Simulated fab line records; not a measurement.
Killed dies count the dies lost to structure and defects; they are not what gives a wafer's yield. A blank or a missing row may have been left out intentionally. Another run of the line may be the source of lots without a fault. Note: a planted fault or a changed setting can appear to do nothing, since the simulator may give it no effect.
fab line records	flow nandHarc	part 1 of 2: steps 1 to 24 of 33
[record] lots = 5	wafers = 15	lastDay = 31
route steps=1302 shown A_STAIRCASE@818
lots with no fault: from the same line, run without faults
startH: hours from the record's opening day to when the first of the lot's shown wafers began	waitH: how many hours have passed since the lot's step before this one	" repeats the value in the row above	L1.1+2: a row that stands for several wafers	- value missing, or start not given	* or withheld: withheld	< > ~ a bound
route shown NAME@n: a module of which the file shows steps, and the number in the route of the first	usual: mean and standard deviation over wafers with no fault	same: alike in all rows	chamber/n: place in a boat	sites: each site's reading	_std_site: the standard deviation of these	_edge_site: the outer-site mean with the inner-site mean subtracted	radiusMm: for every site, how far away it sits from the centre of the wafer	mask NAME#n: copy n	behind: the most recent tool/chamber to have shaped the wafer	hold: cause of the lot's hold/its duration in hours/its outcome	device: whichever transistor did not switch (one of n, p or np)	end of line: at the end of the route, the tests of the same wafers	a step with no rows: only its recipe	killed: at the first sort, the dies lost to defects and structure; wafer yield is something else	map: a wafer's dies, x killed, . not, _ none there
set.NAME: the setting that was run; set.NAME@STEP: the one run at that earlier step	model.NAME: the simulator's own value behind a step, which no gauge read
certain route steps with their lots: each step a table, each wafer a row
services: a tool's chamber out of use, with start hour (startH, from the record's first day; less than 0 if before it), hours out, and reason
[[steps]]
[step NHARC_A_STAIRCASE_HM_DEP_462]
[recipe] targetThkA = 8000	tempC = 400	material = aC
[usual] throttleValvePct = 35.000/0.0088
lot.wafer	tool	chamber	startH	waitH	throttleValvePct
L079.1	aclDep-01	0	430.58	0.4	35.006
L079.5	"	0	431.80	1.6	34.975
L079.6	"	0	"	"	35.014
L085.2	aclDep-01	0	493.54	2.9	34.999
L085.4	"	0	"	"	34.996
L085.5	"	0	"	"	35.001
L086.1	aclDep-01	0	496.50	0.1	34.986
L086.3	"	0	"	"	34.993
L086.6	"	0	"	"	34.998
L088.2	aclDep-03	0	522.31	1.9	35.009
L088.3	"	0	"	"	34.996
L088.4	"	0	"	"	35.005
L091.1	aclDep-03	0	559.04	6.5	35.019
L091.4	"	0	"	"	35.008
L091.5	"	0	"	"	35.009
[step NHARC_A_STAIRCASE_DEP_301]
[recipe] targetThkA = 300	targetThkNm = 30	tempC = 400	pressureTorr = 3.5	flowSccm = 200	rfW = 350	material = SiON
[usual] heaterPowerW = 751/69
lot.wafer	tool	chamber	startH	waitH	heaterPowerW
L079.1	pecvd-02	1	432.48	1.6	716
L079.5	"	2	"	"	758
L079.6	"	0	"	"	736
L085.2	pecvd-02	2	495.10	1.3	770
L085.4	"	2	"	"	770
L085.5	"	0	"	"	654
L086.1	pecvd-03	0	498.36	1.6	744
L086.3	"	2	"	"	910
L086.6	"	2	"	"	919
L088.2	pecvd-01	2	523.88	1.3	791
L088.3	"	0	"	"	793
L088.4	"	0	"	"	793
L091.1	pecvd-02	2	560.98	1.6	842
L091.4	"	0	"	"	746
L091.5	"	1	"	"	601
[step NHARC_A_STAIRCASE_DEHYDRATE_302]
[recipe] tempC = 150	timeS = 120
[same] timeS = 120
lot.wafer	tool	chamber	startH	waitH
L079.1+5+6	lithoTrack-05	0	432.70	0.2
L085.2+4+5	lithoTrack-05	0	495.37	0.2
L086.1+3+6	lithoTrack-05	0	498.63	0.2
L088.2+3+4	lithoTrack-05	0	524.13	0.2
L091.1+4+5	lithoTrack-02	0	561.19	0.2
[step NHARC_A_STAIRCASE_HMDS_303]
[recipe] timeS = 30
[same] timeS = 30
lot.wafer	tool	chamber	startH	waitH
L079.1+5+6	lithoTrack-05	0	-	-
L085.2+4+5	lithoTrack-05	0	-	-
L086.1+3+6	lithoTrack-05	0	-	-
L088.2+3+4	lithoTrack-05	0	-	-
L091.1+4+5	lithoTrack-02	0	-	-
[step NHARC_A_STAIRCASE_COAT_304]
[recipe] spinRpm = 1200
lot.wafer	tool	chamber	startH	waitH
L079.1+5+6	lithoTrack-05	0	-	-
L085.2+4+5	lithoTrack-05	0	-	-
L086.1+3+6	lithoTrack-05	0	-	-
L088.2+3+4	lithoTrack-05	0	-	-
L091.1+4+5	lithoTrack-02	0	-	-
[step NHARC_A_STAIRCASE_SOFTBAKE_305]
[recipe] tempC = 135	timeS = 170
[same] timeS = 170
lot.wafer	tool	chamber	startH	waitH
L079.1+5+6	lithoTrack-05	0	-	-
L085.2+4+5	lithoTrack-05	0	-	-
L086.1+3+6	lithoTrack-05	0	-	-
L088.2+3+4	lithoTrack-05	0	-	-
L091.1+4+5	lithoTrack-02	0	-	-
[step NHARC_A_STAIRCASE_EBR_306]
lot.wafer	tool	chamber	startH	waitH
L079.1+5+6	lithoTrack-05	0	-	-
L085.2+4+5	lithoTrack-05	0	-	-
L086.1+3+6	lithoTrack-05	0	-	-
L088.2+3+4	lithoTrack-05	0	-	-
L091.1+4+5	lithoTrack-02	0	-	-
[step NHARC_A_STAIRCASE_EXPOSE_307]
[recipe] na = 0.5	doseMj = 45.72	maskId = CHOP_50
[usual] reticleTempC = 22.98/0.092
lot.wafer	tool	chamber	startH	waitH	mask	reticleTempC
L079.1	krfScanner-01	0	433.03	-	CHOP_50#0	22.88
L079.5	"	0	"	"	CHOP_50#0	22.94
L079.6	"	0	"	"	CHOP_50#0	22.93
L085.2	krfScanner-04	0	495.70	-	CHOP_50#0	22.96
L085.4	"	0	"	"	CHOP_50#0	22.97
L085.5	"	0	"	"	CHOP_50#0	23.03
L086.1	krfScanner-04	0	498.84	-	CHOP_50#0	23.01
L086.3	"	0	"	"	CHOP_50#0	22.92
L086.6	"	0	"	"	CHOP_50#0	22.90
L088.2	krfScanner-04	0	524.47	-	CHOP_50#0	22.99
L088.3	"	0	"	"	CHOP_50#0	22.94
L088.4	"	0	"	"	CHOP_50#0	22.90
L091.1	krfScanner-04	0	561.40	-	CHOP_50#0	22.92
L091.4	"	0	"	"	CHOP_50#0	23.07
L091.5	"	0	"	"	CHOP_50#0	22.97
[step NHARC_A_STAIRCASE_PEB_308]
[recipe] pebTempC = 115	pebTimeS = 130
lot.wafer	tool	chamber	startH	waitH
L079.1+5+6	lithoTrack-07	0	433.10	0.1
L085.2+4+5	lithoTrack-02	0	495.77	0.1
L086.1+3+6	lithoTrack-02	0	498.91	0.1
L088.2+3+4	lithoTrack-02	0	524.53	0.1
L091.1+4+5	lithoTrack-05	0	561.46	0.1
[step NHARC_A_STAIRCASE_DEVELOP_309]
[recipe] timeS = 140
[same] timeS = 140
lot.wafer	tool	chamber	startH	waitH
L079.1+5+6	lithoTrack-07	0	-	-
L085.2+4+5	lithoTrack-02	0	-	-
L086.1+3+6	lithoTrack-02	0	-	-
L088.2+3+4	lithoTrack-02	0	-	-
L091.1+4+5	lithoTrack-05	0	-	-
[step NHARC_A_STAIRCASE_HARDBAKE_311]
[recipe] tempC = 120	timeS = 140
[same] timeS = 140
lot.wafer	tool	chamber	startH	waitH
L079.1+5+6	lithoTrack-05	0	433.32	-
L085.2+4+5	lithoTrack-05	0	495.99	-
L086.1+3+6	lithoTrack-07	0	499.12	-
L088.2+3+4	lithoTrack-02	0	524.75	-
L091.1+4+5	lithoTrack-07	0	561.68	-
[step NHARC_A_STAIRCASE_DESCUM_312]
[recipe] timeS = 3	o2FlowSccm = 200	arFlowSccm = 0	biasPowerW = 0	chemistry = O2
[usual] drypumpMotorCurrentA = 6.14/0.27	oesProductAu = 0.999/0.0082	rfVppV = 57.9/0.96	showerheadPlenumPTorr = 1.93/0.1	throttleValvePct = 11.311/0.0095
[same] timeS = 3
lot.wafer	tool	chamber	startH	waitH	drypumpMotorCurrentA	oesProductAu	rfHoursCounterH	rfVppV	showerheadPlenumPTorr	throttleValvePct
L079.1	rieDiel-08	0	433.43	-	6.43	0.996	19	58.1	1.93	11.296
L079.5	"	1	"	"	5.94	1.010	-	57.6	2.05	11.306
L079.6	"	2	"	"	6.34	0.988	-	58.7	2.07	11.313
L085.4	rieDiel-09	1	496.13	-	5.55	0.986	51	58.6	2.02	11.328
L085.2	"	3	"	"	5.99	1.014	59	59.0	1.98	11.314
L085.5	"	1	"	"	5.54	0.992	-	59.6	2.02	11.321
L086.3	rieDiel-08	0	499.22	-	6.40	0.994	43	58.1	1.92	11.299
L086.1	"	2	"	"	6.31	0.995	39	56.7	2.06	11.300
L086.6	"	2	"	"	6.33	1.004	-	59.5	2.06	11.320
L088.2	rieDiel-09	1	524.84	-	5.56	0.998	4	56.9	2.02	11.317
L088.3	"	2	"	"	6.26	0.988	6	56.3	1.81	11.298
L088.4	"	3	"	"	5.97	0.996	7	57.1	1.98	11.302
L091.1	rieDiel-08	0	561.78	-	6.45	0.995	1	57.6	1.91	11.311
L091.4	"	2	"	"	6.31	1.003	1	58.3	2.06	11.296
L091.5	"	3	"	"	6.28	1.008	-	57.1	1.82	11.319
[step NHARC_A_STAIRCASE_ETCH_313]
[recipe] cf4FlowSccm = 100	chf3FlowSccm = 30	arFlowSccm = 0	rfW = 500	biasW = 200	chemistry = CF4/CHF3
[usual] drypumpMotorCurrentA = 6.15/0.26	oesProductAu = 0.932/0.017	rfVppV = 370.9/2.7	showerheadPlenumPTorr = 1.58/0.08	throttleValvePct = 16.802/0.0095
lot.wafer	tool	chamber	startH	waitH	drypumpMotorCurrentA	oesProductAu	rfHoursCounterH	rfVppV	showerheadPlenumPTorr	throttleValvePct
L079.1	rieDiel-08	2	433.50	0.1	6.31	0.921	18	374.3	1.70	16.786
L079.6	"	1	"	"	5.95	0.925	-	373.5	1.68	16.808
L079.5	"	2	"	"	6.32	0.920	-	374.9	1.70	16.803
L085.2	rieDiel-09	0	496.21	0.1	6.40	0.922	57	367.9	1.49	16.809
L085.4	"	2	"	"	6.29	0.907	54	367.6	1.49	16.796
L085.5	"	0	"	"	6.39	0.921	-	367.8	1.49	16.792
L086.3	rieDiel-08	3	499.32	0.1	6.28	0.927	34	368.0	1.51	16.814
L086.1	"	2	"	"	6.32	0.919	39	373.6	1.69	16.810
L086.6	"	3	"	"	6.30	0.930	-	367.9	1.51	16.791
L088.4	rieDiel-09	3	524.93	0.1	6.00	0.923	7	373.8	1.62	16.807
L088.3	"	0	"	"	6.45	0.935	4	366.7	1.48	16.801
L088.2	"	1	"	"	5.55	0.932	4	374.6	1.66	16.794
L091.4	rieDiel-08	0	561.91	0.1	6.39	0.953	1	371.1	1.57	16.807
L091.1	"	1	"	"	5.91	0.971	1	372.8	1.67	16.808
L091.5	"	0	"	"	6.40	0.956	-	370.1	1.57	16.806
[step NHARC_A_STAIRCASE_HM_OPEN_463]
[recipe] o2FlowSccm = 400	cosFlowSccm = 20	arFlowSccm = 0	rfW = 500	biasW = 300	chemistry = O2/COS
[usual] drypumpMotorCurrentA = 6.15/0.27	oesProductAu = 1.000/0.0089	rfVppV = 468/3.3	showerheadPlenumPTorr = 3.14/0.16	throttleValvePct = 28.330/0.0093
lot.wafer	tool	chamber	startH	waitH	drypumpMotorCurrentA	oesProductAu	rfHoursCounterH	rfVppV	showerheadPlenumPTorr	throttleValvePct
L079.1	rieDiel-08	1	-	-	5.94	1.008	20	472	3.33	28.339
L079.5	"	1	"	"	5.95	1.005	-	470	3.33	28.342
L079.6	"	2	"	"	6.34	1.005	-	472	3.36	28.333
L085.4	rieDiel-09	0	-	-	6.44	0.993	57	464	2.95	28.312
L085.2	"	2	"	"	6.29	0.989	54	464	2.97	28.347
L085.5	"	0	"	"	6.41	0.992	-	463	2.95	28.323
L086.3	rieDiel-08	3	-	-	6.29	0.998	35	464	2.99	28.326
L086.1	"	0	"	"	6.41	1.007	43	468	3.13	28.346
L086.6	"	0	"	"	6.42	0.998	-	468	3.13	28.335
L088.4	rieDiel-09	2	-	-	6.31	0.993	6	465	2.96	28.337
L088.3	"	0	"	"	6.42	1.005	4	463	2.95	28.319
L088.2	"	1	"	"	5.56	1.010	4	470	3.28	28.339
L091.4	rieDiel-08	3	-	-	6.27	1.009	1	464	2.98	28.332
L091.1	"	1	"	"	5.93	1.011	1	471	3.31	28.324
L091.5	"	3	"	"	6.28	1.017	-	464	2.98	28.316
[step NHARC_A_STAIRCASE_STRIP_464]
[recipe] o2FlowSccm = 400	cosFlowSccm = 20	arFlowSccm = 0	biasW = 0	chemistry = O2/COS
lot.wafer	tool	chamber	startH	waitH
L079.1+5+6	rieDiel-08	1,1,2	-	-
L085.2+4+5	rieDiel-09	2,3,0	-	-
L086.3+1+6	rieDiel-08	0,2,2	-	-
L088.4+3+2	rieDiel-09	2,3,0	-	-
L091.1+4+5	rieDiel-08	3,0,2	-	-
[step NHARC_A_STAIRCASE_ETCH_453]
[recipe] targetDepthA = 300	overetchA = 30	timeS = 16.5	ionEnergyEv = 100	cf4FlowSccm = 80	o2FlowSccm = 20	arFlowSccm = 0	rfW = 300	biasW = 100	chemistry = CF4/O2
[usual] drypumpMotorCurrentA = 6.15/0.26	oesProductAu = 1.000/0.0088	rfVppV = 197.9/1.7	showerheadPlenumPTorr = 1.34/0.069	throttleValvePct = 13.397/0.0086
[same] timeS = 16.5
lot.wafer	tool	chamber	startH	waitH	drypumpMotorCurrentA	oesProductAu	rfHoursCounterH	rfVppV	showerheadPlenumPTorr	throttleValvePct
L079.1	rieDiel-08	0	-	-	6.44	0.997	19	199.0	1.34	13.395
L079.5	"	2	"	"	6.28	0.992	-	200.5	1.44	13.407
L079.6	"	3	"	"	6.27	0.987	-	197.7	1.28	13.384
L085.4	rieDiel-09	3	-	-	6.02	0.991	60	198.4	1.38	13.381
L085.2	"	1	"	"	5.57	0.994	52	198.4	1.41	13.388
L085.5	"	3	"	"	5.99	0.998	-	199.0	1.38	13.390
L086.1	rieDiel-08	0	-	-	6.43	1.008	43	198.8	1.34	13.394
L086.3	"	3	"	"	6.30	1.003	35	195.7	1.28	13.398
L086.6	"	2	"	"	6.29	1.002	-	200.6	1.44	13.395
L088.4	rieDiel-09	1	-	-	5.54	1.021	4	199.7	1.41	13.399
L088.3	"	2	"	"	6.31	0.997	7	196.8	1.26	13.393
L088.2	"	3	"	"	5.99	1.002	7	198.5	1.38	13.404
L091.1	rieDiel-08	3	-	-	6.27	1.014	1	197.3	1.27	13.394
L091.4	"	1	"	"	5.93	1.002	1	199.4	1.42	13.400
L091.5	"	3	"	"	6.28	1.004	-	196.0	1.27	13.390
[step NHARC_A_STAIRCASE_ETCH_315]
[recipe] targetDepthA = 25000	timeS = 607.1	ionEnergyEv = 800	c4f8FlowSccm = 80	o2FlowSccm = 60	arFlowSccm = withheld	rfW = 600	biasW = 3000	chemistry = C4F8/O2/Ar
[usual] oesProductAu = 0.932/0.0089	rfVppV = 1828/13
[same] timeS = 607.1
lot.wafer	tool	chamber	startH	waitH	oesProductAu	rfHoursCounterH	rfVppV
L079.1	rieDiel-08	2	-	-	0.943	18	1845
L079.6	"	2	"	"	0.930	-	1847
L079.5	"	3	"	"	0.927	-	1817
L085.4	rieDiel-09	1	-	-	0.915	52	1838
L085.2	"	2	"	"	0.924	54	1813
L085.5	"	0	"	"	0.921	-	1813
L086.3	rieDiel-08	3	-	-	0.930	35	1817
L086.1	"	0	"	"	0.932	43	1830
L086.6	"	0	"	"	0.927	-	1828
L088.4	rieDiel-09	2	-	-	0.935	7	1812
L088.3	"	3	"	"	0.937	7	1836
L088.2	"	0	"	"	0.940	4	1811
L091.1	rieDiel-08	3	-	-	0.950	1	1816
L091.4	"	0	"	"	0.950	1	1826
L091.5	"	3	"	"	0.947	-	1815
[step NHARC_A_STAIRCASE_STRIP_316]
[recipe] o2FlowSccm = 500	arFlowSccm = 0	biasW = 0	chemistry = O2
[usual] drypumpMotorCurrentA = 6.17/0.25	oesProductAu = 1.001/0.0074	rfVppV = 57.7/0.93	showerheadPlenumPTorr = 3.55/0.18	throttleValvePct = 17.036/0.0093
lot.wafer	tool	chamber	startH	waitH	drypumpMotorCurrentA	oesProductAu	rfHoursCounterH	rfVppV	showerheadPlenumPTorr	throttleValvePct
L079.1	rieDiel-08	2	-	-	6.33	0.998	18	58.4	3.80	17.049
L079.6	"	0	"	"	6.44	0.993	-	56.7	3.55	17.029
L079.5	"	1	"	"	5.93	1.005	-	59.0	3.76	17.031
L085.2	rieDiel-09	0	-	-	6.41	0.990	58	58.6	3.33	17.027
L085.4	"	2	"	"	6.31	1.000	54	56.7	3.35	17.037
L085.5	"	3	"	"	5.98	0.995	-	58.6	3.64	17.051
L086.1	rieDiel-08	0	-	-	6.42	0.991	44	56.6	3.54	17.038
L086.3	"	2	"	"	6.35	0.996	40	59.7	3.78	17.037
L086.6	"	2	"	"	6.32	1.002	-	58.6	3.79	17.033
L088.4	rieDiel-09	3	-	-	6.02	0.998	7	58.7	3.64	17.046
L088.3	"	1	"	"	5.56	1.009	4	59.8	3.71	17.036
L088.2	"	2	"	"	6.31	0.997	7	56.6	3.35	17.041
L091.4	rieDiel-08	1	-	-	5.96	1.013	1	57.8	3.74	17.029
L091.1	"	2	"	"	6.33	0.998	1	57.8	3.78	17.018
L091.5	"	1	"	"	5.95	1.008	-	56.3	3.74	17.039
[step NHARC_A_STAIRCASE_STRIP_317]
[recipe] timeS = 900	tempC = 130	chemistry = SPM
[usual] tempC = 129.99/0.15
[same] timeS = 900
lot.wafer	tool	chamber	startH	waitH	tempC
L079.6	wetBench-06	1	434.75	-	129.70
L079.5	"	2	"	"	130.20
L079.1	"	5	"	"	130.09
L085.5	wetBench-06	7	497.94	-	130.02
L085.4	"	0	"	"	129.84
L085.2	"	3	"	"	130.17
L086.1	wetBench-07	2	501.45	-	130.01
L086.6	"	4	"	"	130.07
L086.3	"	7	"	"	129.93
L088.2	wetBench-04	7	526.20	-	130.03
L088.4	"	0	"	"	129.77
L088.3	"	1	"	"	129.76
L091.4	wetBench-04	7	563.17	-	130.00
L091.5	"	2	"	"	130.12
L091.1	"	3	"	"	129.93
[step NHARC_A_STAIRCASE_PRECLEAN_318]
[recipe] timeS = *	tempC = 50	bathAgeMin = 0	chemistry = SC1
[usual] diwFlowMLMin = 1415/4.6	tempC = 49.99/0.12
[same] timeS = *
lot.wafer	tool	chamber	startH	waitH	diwFlowMLMin	tempC
L079.6	wetBench-06	1	-	-	1418	49.88
L079.5	"	2	"	"	1412	50.22
L079.1	"	5	"	"	1415	50.10
L085.5	wetBench-06	7	-	-	1405	49.94
L085.4	"	0	"	"	1413	50.18
L085.2	"	3	"	"	1416	50.03
L086.1	wetBench-07	2	-	-	1411	50.02
L086.6	"	4	"	"	1407	49.90
L086.3	"	7	"	"	1419	49.86
L088.2	wetBench-04	7	-	-	1420	50.10
L088.4	"	0	"	"	1416	49.79
L088.3	"	1	"	"	1418	50.15
L091.4	wetBench-04	7	-	-	1427	49.98
L091.5	"	2	"	"	1409	49.99
L091.1	"	3	"	"	1413	49.91
[step NHARC_A_STAIRCASE_SRD_329]
lot.wafer	tool	chamber	startH	waitH
L079.6+5+1	wetBench-06	1,2,5	-	-
L085.5+4+2	wetBench-06	7,0,3	-	-
L086.1+6+3	wetBench-07	2,4,7	-	-
L088.2+4+3	wetBench-04	7,0,1	-	-
L091.4+5+1	wetBench-04	7,2,3	-	-
[step NHARC_A_STAIRCASE_ALD_415]
[recipe] targetThkA = 300	pulseTimeS = 6	aldCycles = 300	tempC = 300	material = SiO2
[usual] heaterPowerW = 449/52	precursorPulseHeightRel = 0.998/0.019
lot.wafer	tool	chamber	startH	waitH	heaterPowerW	precursorPulseHeightRel
L079.1	aldHk-01	2	435.50	0.3	417	1.002
L079.6	"	1	"	"	471	0.963
L079.5	"	2	"	"	407	0.950
L085.4	aldHk-04	1	498.69	0.3	423	1.023
L085.2	"	2	"	"	391	1.009
L085.5	"	1	"	"	439	1.027
L086.3	aldHk-01	3	501.98	0.1	530	0.985
L086.1	"	2	"	"	393	0.999
L086.6	"	0	"	"	438	0.984
L088.2	aldHk-01	3	526.70	0.1	539	1.004
L088.4	"	0	"	"	439	0.998
L088.3	"	1	"	"	472	1.018
L091.1	aldHk-04	0	563.93	0.3	561	1.016
L091.4	"	2	"	"	386	0.989
L091.5	"	0	"	"	577	1.010
[step NHARC_A_STAIRCASE_ETCHBACK_416]
[recipe] targetDepthA = 360	timeS = 7.2	c4f8FlowSccm = withheld	o2FlowSccm = 8	arFlowSccm = withheld	rfW = 600	biasW = 800	chemistry = C4F8/O2/Ar
[usual] oesProductAu = 0.926/0.0095	rfVppV = 723/5.2
[same] timeS = 7.2
lot.wafer	tool	chamber	startH	waitH	oesProductAu	rfHoursCounterH	rfVppV
L079.1	rieDiel-09	3	-	-	0.920	37	726
L079.5	"	1	"	"	0.922	-	730
L079.6	"	2	"	"	0.924	-	718
L085.4	rieDiel-05	2	-	-	0.924	31	719
L085.2	"	0	"	"	0.997	18	721
L085.5	"	3	"	"	0.917	-	731
L086.3	rieDiel-05	1	-	-	0.922	30	719
L086.1	"	2	"	"	0.930	32	717
L086.6	"	0	"	"	0.936	-	721
L088.4	rieDiel-05	1	-	-	0.915	41	719
L088.3	"	2	"	"	0.924	41	719
L088.2	"	0	"	"	0.925	32	721
L091.1	rieDiel-05	3	-	-	0.908	54	731
L091.4	"	0	"	"	0.916	44	722
L091.5	"	3	"	"	0.909	-	731
[step NHARC_A_STAIRCASE_STRIP_476]
[recipe] timeS = 20	o2FlowSccm = 500	arFlowSccm = 0	biasW = 0	chemistry = O2
[usual] drypumpMotorCurrentA = 6.14/0.24	oesProductAu = 0.999/0.0092	rfVppV = 57.8/0.89	showerheadPlenumPTorr = 3.53/0.18	throttleValvePct = 17.036/0.01
[same] timeS = 20
lot.wafer	tool	chamber	startH	waitH	drypumpMotorCurrentA	oesProductAu	rfHoursCounterH	rfVppV	showerheadPlenumPTorr	throttleValvePct
L079.1	rieDiel-09	3	437.43	0.1	5.99	1.007	37	58.7	3.65	17.036
L079.6	"	2	"	"	6.27	0.998	-	57.8	3.36	17.021
L079.5	"	3	"	"	6.01	1.001	-	59.8	3.65	17.053
L085.4	rieDiel-05	1	500.63	0.1	6.09	0.986	29	55.9	3.42	17.042
L085.2	"	0	"	"	5.88	1.008	18	58.0	3.46	17.024
L085.5	"	2	"	"	6.14	1.000	-	58.0	3.37	17.049
L086.1	rieDiel-05	0	504.23	0.1	5.81	0.998	20	57.2	3.46	17.028
L086.3	"	2	"	"	6.13	0.994	32	57.2	3.37	17.032
L086.6	"	3	"	"	6.41	0.984	-	58.4	3.79	17.028
L088.4	rieDiel-05	1	528.89	0.1	6.09	0.994	41	57.0	3.42	17.019
L088.3	"	2	"	"	6.14	0.992	41	56.5	3.36	17.039
L088.2	"	3	"	"	6.39	0.991	42	58.0	3.78	17.020
L091.1	rieDiel-05	3	565.87	0.1	6.40	1.001	54	59.1	3.78	17.043
L091.4	"	1	"	"	6.08	1.002	52	57.9	3.41	17.037
L091.5	"	3	"	"	6.40	1.004	-	59.2	3.78	17.056
